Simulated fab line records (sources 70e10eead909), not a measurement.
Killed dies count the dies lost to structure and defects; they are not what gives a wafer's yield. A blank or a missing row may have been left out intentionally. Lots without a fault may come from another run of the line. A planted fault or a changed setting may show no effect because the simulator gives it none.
What tool caused it? ; flow nand-harc ; 11 lots with 33 wafers sampled at 3 steps, on a route of 1302 steps

WHAT THE GAUGES READ, wafer by wafer
NHARC_P_STI_OCD_MEAS_17.
lot;measured;on;trench-foot-cd-nm (nm)
L176;day 2 20:41;ocd-02;155.1 154.1 155.1
L177;day 3 08:02;ocd-02;160.4 159.8 159.5
L181;day 4 22:35;ocd-02;158.9 158.2 155.7
L186;day 7 00:41;ocd-02;- - -
L187;day 7 12:13;ocd-01;- - -
L188;day 7 20:16;ocd-02;158.4 154.7 161.0
L193;day 9 21:21;ocd-02;161.7 160.5 161.0
L196;day 11 03:49;ocd-01;156.7 156.5 155.9
L197;day 11 13:43;ocd-02;157.7 154.8 156.9
L198;day 11 22:52;ocd-01;159.1 157.2 158.9
L199;day 12 09:20;ocd-02;158.0 157.7 158.7

WHICH TOOL RAN EACH LOT (tool, then ch and the chambers of the sampled wafers, then the start)
lot;NHARC_P_ZERO_WELL_DESCUM_54;NHARC_P_STI_ETCH_15
L176;rie-diel-04 ch 2,3, day 2 02:10;rie-si-02 ch 2,3, day 2 20:26
L177;rie-diel-07 ch 1,2,3, day 2 12:11;rie-si-05 ch 1,2, day 3 07:47
L181;rie-diel-04 ch 0,3, day 4 03:46;rie-si-02 ch 0,3, day 4 22:18
L186;rie-diel-08 ch 0,1,2, day 6 06:02;rie-si-02 ch 1,2, day 7 00:27
L187;rie-diel-07 ch 1,2, day 6 15:48;rie-si-04 ch 0,1,3, day 7 11:59
L188;rie-diel-04 ch 2,3, day 7 01:56;rie-si-04 ch 0,1,3, day 7 20:02
L193;rie-diel-04 ch 1,3, day 9 03:51;rie-si-02 ch 1,2,3, day 9 21:08
L196;rie-diel-07 ch 0,1,3, day 10 10:02;rie-si-04 ch 0,1,3, day 11 03:34
L197;rie-diel-07 ch 1,2, day 10 20:17;rie-si-02 ch 0,1,3, day 11 13:30
L198;rie-diel-07 ch 0,1, day 11 06:03;rie-si-05 ch 0,2,3, day 11 22:38
L199;rie-diel-07 ch 0,2, day 11 15:47;rie-si-04 ch 0,1,2, day 12 09:05
- NHARC_P_ZERO_WELL_DESCUM_54: chemistry O2, time 3 s.
- NHARC_P_STI_ETCH_15: etches the open film in HBr/Cl2, target depth 300 nm, time 100.1 s.

THE ANSWER, worked out from the rows above alone
Rule: usual is defined by the lots themselves. Put in order of their means at a reading, lots are off if they are a third of the lots or fewer, leave a main group of 4 or more, and stand apart from it by a gap of 3 or more times the standard deviation of the main group's means; of several such gaps the widest counts. A main group is skipped when, at the precision printed for the reading in the tables above, its means are all equal. A lot without any number at a reading at which 4 lots or more have one is off too. Any other lot the step has rows for is counted as sound.
Off: L186, L187, at NHARC_P_STI_OCD_MEAS_17 (trench-foot-cd-nm). Without a number there: L186, L187. The main group: mean 157.9 nm, standard deviation 1.8.
If a tool, at a process step before that reading, ran all the lots that are off and no sound lot after the first of them, it fits. Gauges at NHARC_P_STI_OCD_MEAS_17: tried the same way as those tools. No candidate that was tried fits.

WHAT THE SIMULATOR HAD INSERTED
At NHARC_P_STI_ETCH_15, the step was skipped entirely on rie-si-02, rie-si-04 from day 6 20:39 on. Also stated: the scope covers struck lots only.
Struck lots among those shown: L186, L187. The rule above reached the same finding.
